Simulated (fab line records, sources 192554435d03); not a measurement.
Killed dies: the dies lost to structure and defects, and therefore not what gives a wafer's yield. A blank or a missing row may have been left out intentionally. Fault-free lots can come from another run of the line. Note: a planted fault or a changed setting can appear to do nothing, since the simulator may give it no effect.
Lot-split experiment ; flow n5 finfet ; route with 1938 steps; 7 lots, 21 wafers read

== SPLIT DETAILS ==
At N5_FIN_SAQP_PECVD_06 (deposits a-Si from SiH4/He, target thk 60 nm, time 48.1 s), the setting time s was moved away from the recipe's 48.1 s on 8 of the 21 wafers read, by -11.2% to +15.0%. This setting was run at the recipe's value on the other wafers.

== FROM THE SPLIT TO THE READING: what the file shows between them, 5 steps ==
- N5_FIN_SAQP_THK_MEAS_07
- N5_FIN_SAQP_HM_DEP_72: deposits SiO2 from SiH4/N2O, target thk 12 nm, time 7.2 s
- N5_FIN_SAQP_COAT_49: time 60 s, resist thk 100 nm
- N5_FIN_SAQP_HM_OPEN_73: chemistry CHF3/O2, target SiO2, stops on a-Si, target depth 12 nm, time 16.8 s
- N5_FIN_SAQP_STRIP_74: strips in CHF3/O2

== THE READING ==
oes product au, in a.u., at N5_FIN_SAQP_MANDREL_ETCH_22 (etches a-Si in HBr/Cl2, stops on SiNx, target depth 60 nm, bt time 10 s, time 30 s). On this fab line, fault-free wafers typically give 0.766 a.u. with a standard deviation of 0.013 a.u.

wafer;tool, chamber at the split;time s as run, s;against the recipe;oes product au, a.u.;against lot-mates on the recipe
L074.2;pecvd-03, 1;48.1;recipe;0.775;-
L074.3;pecvd-03, 0;50.4;+4.8%;0.769;-0.006
L074.5;pecvd-03, 1;50.4;+4.8%;0.767;-0.008
L082.2;pecvd-03, 2;45.11;-6.2%;0.734;-0.034
L082.4;pecvd-03, 1;48.1;recipe;0.768;-
L082.6;pecvd-03, 2;45.11;-6.2%;0.739;-0.029
L083.2;pecvd-03, 1;45.47;-5.5%;0.750;-0.006
L083.4;pecvd-03, 0;48.1;recipe;0.749;-
L083.6;pecvd-03, 2;48.1;recipe;0.762;-
L087.2;pecvd-04, 2;48.1;recipe;0.783;-
L087.5;pecvd-04, 0;54.44;+13.2%;0.832;+0.049
L087.6;pecvd-04, 1;48.1;recipe;0.783;-
L089.3;pecvd-03, 0;48.1;recipe;0.754;-
L089.4;pecvd-03, 1;48.1;recipe;0.756;-
L089.5;pecvd-03, 0;48.1;recipe;0.777;-
L091.2;pecvd-03, 0;55.3;+15.0%;0.829;+0.049
L091.3;pecvd-03, 1;48.1;recipe;0.791;-
L091.4;pecvd-03, 1;48.1;recipe;0.768;-
L095.1;pecvd-03, 2;48.1;recipe;0.754;-
L095.5;pecvd-03, 0;42.69;-11.2%;0.718;-0.043
L095.6;pecvd-03, 1;48.1;recipe;0.768;-

FIT RESULTS
A straight line over all 21 wafers: oes product au changes by +0.00417 a.u. for each +1% of time s; r = +0.89; the points scatter about the line by 0.012 a.u.
The same after taking each lot's own level away (the mean of its wafers on the recipe; 21 wafers): +0.00332 a.u. for each +1%; r = +0.88; scatter 0.011 a.u.
On that fit, the largest move of time s shifts the reading by 0.05 a.u.
Measured against the standard deviation above, the lots' own levels, which go from 0.7555 to 0.7830 a.u., span 2.1 times it.
Thus the slope moves with the lot-to-lot level: the two fits are different.
Check: for one of the wafers moved furthest among these (+15.0%), held out of the fit, the line's prediction against its lot-mates is +0.0457 a.u. It came out at +0.0495 a.u. against them.

== ADDITIONAL SPLITS CARRIED BY THESE WAFERS ==
These wafers also went through other splits before the reading. Each is held against what the fit with the lots' levels taken away leaves over:
other split on the same wafers;wafers away from the commonest value;r with oes product au (lot level and that fit taken away)
N5_FIN_SAQP_HM_DEP_03 time s;6;+0.15

== THE WHOLE CHAIN: every reading that the file lists as answering this split, in the file's order ==
step;what it does;reading;change (the file's fit);r (the file's)
N5_FIN_SAQP_PECVD_06;deposits a-Si from SiH4/He, target thk 60 nm, time 48.1 s;a-Si_of_FIN_SAQP_PECVD_06.thk nm (the simulator's own value, which no gauge read);+0.568 nm for each +1% of the setting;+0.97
N5_FIN_SAQP_THK_MEAS_07;;thk nm;withheld for each +1% of the setting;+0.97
N5_FIN_SAQP_MANDREL_ETCH_22;etches a-Si in HBr/Cl2, stops on SiNx, target depth 60 nm, bt time 10 s, time 30 s;oes product au;+0.00337 a.u. for each +1% of the setting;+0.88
N5_FIN_SAQP_MANDREL_ETCH_22;etches a-Si in HBr/Cl2, stops on SiNx, target depth 60 nm, bt time 10 s, time 30 s;etch.depth nm (the simulator's own value, which no gauge read);+0.573 nm for each +1% of the setting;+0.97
N5_FIN_SAQP_SPACER1_ALD_24;deposits SiO2, target thk 20.3 nm, pulse time 1 s, purge time 2 s;a-Si_of_FIN_SAQP_PECVD_06.thk nm (the simulator's own value, which no gauge read);+0.579 nm for each +1% of the setting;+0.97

== FILE'S OWN FIT ==
oes product au changes by +0.00337 a.u. for each +1% of time s, r = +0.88.
